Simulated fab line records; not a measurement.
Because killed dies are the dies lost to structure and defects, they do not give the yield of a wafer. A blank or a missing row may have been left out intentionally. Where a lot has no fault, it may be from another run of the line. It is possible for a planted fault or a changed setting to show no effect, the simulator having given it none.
Chamber matching | flow n5 finfet | N5_BEOL_M0_SAQP_HM_OPEN_112 on rie diel-03: 4 sister chambers
The step chemistry CHF3/O2, target SiO2, stops on a-Si, target depth 12 nm, time 13.5 s. 4 wafers are shown with their chamber, then 7 later ones without.

## WAFERS WITH THEIR CHAMBER
wafer  | chamber | drypump motor current A (A)
L095.4 | 1       | 6.0
L095.5 | 2       | 5.4
L096.3 | 0       | 5.2
L096.4 | 3       | 4.8

## WAFERS WITH NO CHAMBER GIVEN
wafer  | drypump motor current A (A)
L096.5 | 5.4
L097.1 | 5.4
L097.2 | 5.2
L097.3 | 4.7
L097.4 | 5.9
L097.5 | 4.7
L097.6 | 5.4

## WHICH CHAMBER EACH WENT THROUGH
wafer  | from the rows above | in truth
L096.5 | 2                   | 2
L097.1 | 2                   | 2
L097.2 | 0                   | 0
L097.3 | 3                   | 3
L097.4 | 1                   | 1
L097.5 | 3                   | 3
L097.6 | 2                   | 2
Correctly placed: 7 of 7. From these rows, 0 cannot be placed. Number placed wrongly: 0.
How it was worked out, from the rows above alone: a wafer's distance from a chamber is the root of the sum, over the readings, of the square of ((its reading less the chamber's mean) divided by the reading's scatter). If the next closest chamber is less than 2 further off than the closest, the wafer can't be placed; otherwise it belongs to the closest. Each chamber's mean is taken over the wafers shown for it. The scatter (one wafer shown for each chamber): square how far every hidden wafer sits from the nearest shown wafer, average those squares and take the square root.
